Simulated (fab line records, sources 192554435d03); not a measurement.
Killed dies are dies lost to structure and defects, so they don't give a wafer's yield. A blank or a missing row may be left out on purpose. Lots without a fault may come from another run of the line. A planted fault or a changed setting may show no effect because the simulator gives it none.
Chamber matching | flow n5_finfet | N5_BEOL_M6_PECVD_70 on pecvd-01: 3 sister chambers
The step deposits SiO2 from TEOS/O2, target thk 20 nm, time 22.7 s. 3 wafers are shown with their chamber, then 12 later ones without.

WAFERS WITH THEIR CHAMBER
wafer  | chamber | throttle_valve_pct (%)
L086.1 | 2       | 22.1
L087.3 | 1       | 23.5
L087.5 | 0       | 21.2

WAFERS WITHOUT THEIR CHAMBER
wafer  | throttle_valve_pct (%)
L090.1 | 21.3
L090.2 | 23.6
L090.3 | 22.1
L094.1 | 23.6
L094.2 | 21.4
L094.5 | 23.4
L096.1 | 21.6
L096.2 | 23.4
L096.6 | 21.3
L097.1 | 22.1
L097.3 | 23.3
L097.5 | 23.6

WHICH CHAMBER EACH WENT THROUGH
wafer  | from the rows above     | in truth
L090.1 | 0                       | 0
L090.2 | 1                       | 1
L090.3 | 2                       | 2
L094.1 | 1                       | 1
L094.2 | 0                       | 0
L094.5 | 1                       | 1
L096.1 | can't be placed: 0 or 2 | 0
L096.2 | 1                       | 1
L096.6 | 0                       | 0
L097.1 | 2                       | 2
L097.3 | 1                       | 1
L097.5 | 1                       | 1
Placed correctly: 11 of 12. Can't be placed from these rows: 1 (the true chamber is among the candidates in 1). Placed wrongly: 0.
How it was worked out, from the rows above alone: a wafer's distance from a chamber is the root of the sum, over the readings, of the square of ((its reading less the chamber's mean) divided by the reading's scatter). The wafer belongs to the nearest chamber; if the next one is less than 2 further off, it can't be placed. A chamber's mean is the mean of its shown wafers. The scatter: with one shown wafer a chamber, the root of the mean of the squares of how far each hidden wafer lies from its nearest shown one.
